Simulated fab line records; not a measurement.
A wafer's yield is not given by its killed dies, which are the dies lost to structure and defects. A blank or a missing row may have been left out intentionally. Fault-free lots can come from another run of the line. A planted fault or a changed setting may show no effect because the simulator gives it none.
Chamber matching -- flow n5_finfet -- N5_BEOL_M3_DESCUM_16 on rie_diel-02 has 4 sister chambers
The step chemistry O2, time 7 s. 8 wafers are shown with their chamber, then 10 later ones without.

## EACH WAFER AND ITS CHAMBER
wafer,chamber,throttle_valve_pct (%),drypump_motor_current_A (A)
L084.4,0,20.60,6.2
L085.1,2,20.66,5.2
L085.2,0,20.59,6.3
L086.1,2,20.68,5.1
L086.3,1,20.23,5.8
L086.5,3,19.93,5.3
L088.3,3,19.94,5.3
L088.5,1,20.24,5.8

## WAFERS WITH NO CHAMBER GIVEN
wafer,throttle_valve_pct (%),drypump_motor_current_A (A)
L088.6,20.67,5.2
L087.1,20.61,6.3
L087.2,20.24,5.8
L087.3,20.67,5.1
L089.1,19.91,5.4
L089.2,20.61,6.3
L089.5,19.92,5.4
L092.1,19.92,5.3
L092.2,20.61,6.3
L092.3,20.69,5.1

## CHAMBER TAKEN BY EACH
wafer,from the rows above,in truth
L088.6,2,2
L087.1,0,0
L087.2,1,1
L087.3,2,2
L089.1,3,3
L089.2,0,0
L089.5,3,3
L092.1,3,3
L092.2,0,0
L092.3,2,2
10 of 10 placed correctly. Number that these rows cannot place: 0. Placed wrongly: 0.
How it was worked out, from the rows above alone: a wafer's distance from a chamber is the root of the sum, over the readings, of the square of ((its reading less the chamber's mean) divided by the reading's scatter). If the next closest chamber is less than 2 further off than the closest, the wafer can't be placed; otherwise it belongs to the closest. Each chamber's mean is taken over the wafers shown for it. The scatter: the root of (the sum of the squares of (reading less its chamber's mean) over the shown wafers, divided by (wafers less chambers)).
